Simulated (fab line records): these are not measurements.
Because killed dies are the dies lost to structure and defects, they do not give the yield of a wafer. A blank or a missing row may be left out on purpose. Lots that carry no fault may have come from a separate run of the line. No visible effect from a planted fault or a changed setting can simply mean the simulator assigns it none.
Chamber matching ; flow n5 finfet ; 4 sister chambers for N5_BEOL_M6_DESCUM_33 on rie diel-05
The step chemistry O2, time 7 s. 22 wafers are shown with their chamber, then 11 later ones without.

WAFERS PAIRED WITH THEIR CHAMBERS
wafer;chamber;showerhead plenum p Torr (Torr);throttle valve pct (%);oes product au (a.u.)
L074.1;2;2.22;20.44;0.82
L074.3;0;1.94;20.82;0.77
L074.5;1;2.04;20.24;0.87
L076.2;0;1.94;20.83;0.77
L076.3;2;2.22;20.46;0.82
L076.5;0;1.94;20.83;0.77
L075.1;3;2.14;20.37;0.96
L075.3;1;2.04;20.26;0.86
L075.6;0;1.94;20.82;0.77
L081.2;3;2.14;20.41;0.91
L081.4;0;1.93;20.85;0.76
L081.6;1;2.03;20.26;0.86
L082.1;3;2.14;20.42;0.91
L082.4;0;1.93;20.86;0.76
L082.6;3;2.14;20.43;0.91
L087.3;0;1.93;20.87;0.76
L087.4;1;2.03;20.28;0.84
L087.5;1;2.03;20.29;0.84
L089.1;2;2.21;20.49;0.79
L089.2;3;2.14;20.43;0.88
L089.4;3;2.14;20.43;0.90
L086.2;2;2.21;20.49;0.79

SIGNATURES, as means of the wafers listed above
reading;chamber 0;chamber 1;chamber 2;chamber 3;scatter within a chamber
showerhead plenum p Torr;1.9357;2.0340;2.2150;2.1400;0.00466
throttle valve pct;20.8400;20.2660;20.4700;20.4150;0.0217
oes product au;0.7657;0.8540;0.8050;0.9117;0.0171
Rule: a wafer lies at a distance from a chamber equal to the root of the sum of squares, over the readings, of (its reading less the chamber's mean, divided by the reading's scatter). If the next closest chamber is less than 2 further off than the closest, the wafer can't be placed; otherwise it belongs to the closest. The scatter: the root of (the sum of the squares of (reading less its chamber's mean) over the shown wafers, divided by (wafers less chambers)).

WAFERS MISSING THEIR CHAMBER
wafer;showerhead plenum p Torr (Torr);throttle valve pct (%);oes product au (a.u.)
L086.4;2.03;20.28;0.83
L086.5;2.21;20.49;0.80
L088.1;2.21;20.50;0.79
L088.2;2.03;20.29;0.83
L088.5;2.14;20.42;0.88
L094.3;1.93;20.89;0.74
L094.4;2.03;20.32;0.81
L094.5;1.93;20.88;0.74
L095.1;2.03;20.31;0.81
L095.3;2.21;20.51;0.77
L095.4;2.13;20.45;0.86

EACH ONE'S CHAMBER
wafer;from the rows above;in truth
L086.4;1;1
L086.5;2;2
L088.1;2;2
L088.2;1;1
L088.5;3;3
L094.3;0;0
L094.4;1;1
L094.5;0;0
L095.1;1;1
L095.3;2;2
L095.4;3;3
Correct placement for 11 of the 11. Left unplaced by these rows: 0. Wrongly placed: 0.
